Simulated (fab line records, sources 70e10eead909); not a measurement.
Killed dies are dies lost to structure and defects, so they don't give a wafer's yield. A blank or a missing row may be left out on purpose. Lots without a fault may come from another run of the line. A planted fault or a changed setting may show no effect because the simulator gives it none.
Chamber matching | flow nand_harc | NHARC_P_M1_CMP_23 on cmp-04: 4 sister chambers
The step polishes, t overpolish 20 s, target thk 157.82 nm. 18 wafers are shown with their chamber, then 9 later ones without.

WAFERS WITH THEIR CHAMBER
wafer  | chamber | motor_current_A (A) | time_to_endpoint_s (s)
L075.2 | 2       | 12.0                | 29.4
L075.3 | 3       | 14.4                | 27.1
L075.4 | 0       | 12.1                | 29.4
L081.1 | 2       | 11.1                | 26.6
L081.3 | 1       | 11.7                | 31.8
L081.6 | 2       | 12.1                | 26.4
L082.1 | 3       | 14.2                | 29.5
L082.3 | 2       | 11.5                | 29.1
L082.5 | 2       | 11.0                | 31.1
L083.1 | 3       | 14.2                | 29.2
L083.2 | 1       | 11.5                | 30.2
L083.5 | 3       | 14.2                | 27.8
L084.3 | 1       | 10.6                | 29.3
L084.5 | 3       | 13.9                | 27.7
L084.6 | 0       | 12.9                | 29.0
L086.2 | 1       | 11.6                | 33.6
L086.3 | 2       | 11.8                | 32.1
L086.6 | 0       | 12.6                | 35.1

SIGNATURES (means of the wafers above)
reading            | chamber 0 | chamber 1 | chamber 2 | chamber 3 | scatter within a chamber
motor_current_A    | 12.533    | 11.350    | 11.583    | 14.180    | 0.405
time_to_endpoint_s | 31.167    | 31.225    | 29.117    | 28.260    | 2.15
Rule: a wafer's distance from a chamber is the root of the sum, over the readings, of the square of ((its reading less the chamber's mean) divided by the reading's scatter). The wafer belongs to the nearest chamber; if the next one is less than 2 further off, it can't be placed. The scatter: the root of (the sum of the squares of (reading less its chamber's mean) over the shown wafers, divided by (wafers less chambers)).

WAFERS WITHOUT THEIR CHAMBER
wafer  | motor_current_A (A) | time_to_endpoint_s (s)
L087.1 | 12.8                | 33.4
L087.5 | 14.4                | 26.8
L087.6 | 11.7                | 27.7
L094.1 | 10.6                | 30.9
L094.3 | 12.8                | 31.8
L094.6 | 12.2                | 31.0
L097.2 | 11.9                | 28.4
L097.4 | 10.7                | 29.2
L097.5 | 10.4                | 30.1

WHICH CHAMBER EACH WENT THROUGH
wafer  | from the rows above          | in truth
L087.1 | 0                            | 0
L087.5 | 3                            | 3
L087.6 | can't be placed: 2 or 1 or 0 | 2
L094.1 | can't be placed: 1 or 2      | 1
L094.3 | 0                            | 0
L094.6 | can't be placed: 0 or 2 or 1 | 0
L097.2 | can't be placed: 2 or 1 or 0 | 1
L097.4 | can't be placed: 1 or 2      | 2
L097.5 | can't be placed: 1 or 2      | 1
Placed correctly: 3 of 9. Can't be placed from these rows: 6 (the true chamber is among the candidates in 6). Placed wrongly: 0.
